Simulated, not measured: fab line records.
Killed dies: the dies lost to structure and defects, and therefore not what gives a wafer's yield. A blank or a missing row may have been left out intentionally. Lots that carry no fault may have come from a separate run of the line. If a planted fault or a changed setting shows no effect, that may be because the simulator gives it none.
A struck lot beside a sound one -- flow nand-harc -- 14 steps out of a route of 1302
Sound: these wafers, L687.2, L687.3, L687.6. Struck: wafer L683.6; the same lot's L683.4 was not struck, so it is left out; see the end for the cause.
Each step with rows lists, per side, the tool, then ch with its chambers, then its first start. Under that, the readings that differ: sound wafers -- struck wafers -- difference of the means -- sigmas: that difference in standard deviations of wafers without a fault.
alike: a reading whose means differ by less than 2 such deviations, as well as words and numbers matching on both sides. not compared: withheld readings; readings where some wafer has no value; bounds like >300 that might hide an equal value; numbers whose values overlap and for which the record gives no deviation.
Wherever a step has rows on one side only, a row that says differs or no value, or a row with sigmas, the two part there. When numbers do not overlap yet have no deviation, they are printed without sigmas and do not part them. A reading that every wafer of one side lacks parts them only if that side has two wafers or more.

first, 1 step without rows for these wafers: NHARC_A_STAIRCASE_TRIM_222 (chemistry O2, time 211.2 s).
NHARC_A_STAIRCASE_ETCH_223: etches the open film in C4F8/O2, target depth 100 nm, time 40.5 s.
  sound on rie-diel-12 ch 1,3; struck on rie-diel-13 ch 2
  alike: oes-product-au, rf-fwd-power-W, rf-vpp-V
  not compared: rf-hours-counter-h
NHARC_A_STAIRCASE_TRIM_224: chemistry O2, time 211.2 s.
  sound on rie-diel-12 ch 1,3; struck on rie-diel-13 ch 0
reading,sound,struck,difference,sigmas
rf-vpp-V (V),58.7 58.6 57.7,56.2,-2.1,-2
  alike: drypump-motor-current-A, oes-product-au, showerhead-plenum-p-Torr, throttle-valve-pct
  not compared: rf-hours-counter-h
then, 1 step without rows for these wafers: NHARC_A_STAIRCASE_ETCH_225 (etches the open film in C4F8/O2, target depth 100 nm, time 40.5 s).
NHARC_A_STAIRCASE_TRIM_226: chemistry O2, time 211.2 s.
  sound on rie-diel-12 ch 2,3; struck on rie-diel-13 ch 3
reading,sound,struck,difference,sigmas
drypump-motor-current-A (A),6.2 6.4 6.2,5.0,-1.3,-2
  alike: oes-product-au, rf-vpp-V, showerhead-plenum-p-Torr, throttle-valve-pct
  not compared: rf-hours-counter-h
then, 3 steps without rows for these wafers: NHARC_A_STAIRCASE_ETCH_227 (etches the open film in C4F8/O2, target depth 100 nm, time 40.5 s); NHARC_A_STAIRCASE_TRIM_229 (chemistry O2, time 211.2 s); NHARC_A_STAIRCASE_ETCH_230 (etches the open film in C4F8/O2, target depth 100 nm, time 40.5 s).
NHARC_A_STAIRCASE_TRIM_231: chemistry O2, time 211.2 s.
  sound on rie-diel-13 ch 0,3; struck on rie-diel-09 ch 3
  alike: drypump-motor-current-A, oes-product-au, rf-vpp-V, showerhead-plenum-p-Torr, throttle-valve-pct
  not compared: rf-hours-counter-h
then, 1 step without rows for these wafers: NHARC_A_STAIRCASE_ETCH_232 (etches the open film in C4F8/O2, target depth 100 nm, time 40.5 s).
NHARC_A_STAIRCASE_TRIM_233: chemistry O2, time 211.2 s.
  sound on rie-diel-13 ch 0,3; struck on rie-diel-09 ch 3
reading,sound,struck,difference,sigmas
oes-product-au (a.u.),1.010 1.014 1.004,0.990,-0.019,-3
  alike: drypump-motor-current-A, rf-vpp-V, showerhead-plenum-p-Torr, throttle-valve-pct
  not compared: rf-hours-counter-h
NHARC_A_STAIRCASE_ETCH_234: etches the open film in C4F8/O2, target depth 100 nm, time 40.5 s.
  sound on rie-diel-13 ch 0,1,2, day 20 11:41; struck on rie-diel-09 ch 1, day 18 09:10
reading,sound,struck,difference,sigmas
oes-product-au (a.u.),0.969 0.947 0.959,1.111,+0.153,+15
  alike: rf-fwd-power-W, rf-vpp-V
  not compared: rf-hours-counter-h
then, 1 step without rows for these wafers: NHARC_A_STAIRCASE_TRIM_235 (chemistry O2, time 211.2 s).
-- break in the record here, with 8 days between the starts of the struck wafers on either side (left off in module A_STAIRCASE, picked up again in module END, where the first step shown is number 1302 on the route) --
NHARC_END_SORT_01:
  only the struck wafers appear in the record here, on prober-01 ch 0 at day 26 16:01; the sound ones have no rows

## WHERE THEY PART
First at NHARC_A_STAIRCASE_TRIM_224; last, within this record, at NHARC_END_SORT_01.

WHY: what the simulator had put in
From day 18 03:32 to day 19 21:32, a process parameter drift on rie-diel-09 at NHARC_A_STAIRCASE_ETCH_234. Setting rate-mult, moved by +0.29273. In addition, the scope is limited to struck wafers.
